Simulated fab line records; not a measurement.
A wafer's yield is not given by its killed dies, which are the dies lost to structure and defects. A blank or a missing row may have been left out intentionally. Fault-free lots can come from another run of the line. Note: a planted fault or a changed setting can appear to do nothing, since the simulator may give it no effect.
Chamber matching :: flow n5Finfet :: N5_STI_FIN_REVEAL_CMP_04 on cmp-03: 4 sister chambers
The step polishes, stops on Si3N4, t overpolish 4 s, target thk 131.83 nm. 4 wafers are shown with their chamber, then 9 later ones without.

## EACH WAFER AND ITS CHAMBER
wafer: L080.5
chamber: 0
motorCurrentA (A): 9.2

wafer: L087.2
chamber: 2
motorCurrentA (A): 8.1

wafer: L087.3
chamber: 3
motorCurrentA (A): 8.9

wafer: L087.4
chamber: 1
motorCurrentA (A): 7.9

## WAFERS WITHOUT THEIR CHAMBER
wafer: L088.3
motorCurrentA (A): 7.8

wafer: L088.4
motorCurrentA (A): 9.0

wafer: L088.5
motorCurrentA (A): 9.3

wafer: L092.1
motorCurrentA (A): 8.1

wafer: L092.3
motorCurrentA (A): 8.9

wafer: L092.4
motorCurrentA (A): 8.9

wafer: L097.2
motorCurrentA (A): 9.5

wafer: L097.5
motorCurrentA (A): 7.5

wafer: L097.6
motorCurrentA (A): 9.1

## WHICH CHAMBER EACH WENT THROUGH
wafer: L088.3
from the rows above: can't be placed: 1 or 2
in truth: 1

wafer: L088.4
from the rows above: can't be placed: 3 or 0
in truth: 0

wafer: L088.5
from the rows above: can't be placed: 0 or 3
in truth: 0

wafer: L092.1
from the rows above: can't be placed: 2 or 1
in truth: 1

wafer: L092.3
from the rows above: can't be placed: 3 or 0
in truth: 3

wafer: L092.4
from the rows above: can't be placed: 3 or 0
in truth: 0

wafer: L097.2
from the rows above: can't be placed: 0 or 3
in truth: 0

wafer: L097.5
from the rows above: can't be placed: 1 or 2
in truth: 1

wafer: L097.6
from the rows above: can't be placed: 0 or 3
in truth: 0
Placed correctly: 0 of 9. From these rows, 9 cannot be placed; in 9 the true chamber is one of the candidates. 0 placed wrongly.
How it was worked out, from the rows above alone: a wafer's distance from a chamber is the root of the sum, over the readings, of the square of ((its reading less the chamber's mean) divided by the reading's scatter). The wafer belongs to the nearest chamber; if the next one is less than 2 further off, it can't be placed. A chamber's mean is the mean of its shown wafers. The scatter (one wafer shown for each chamber): square how far every hidden wafer sits from the nearest shown wafer, average those squares and take the square root.
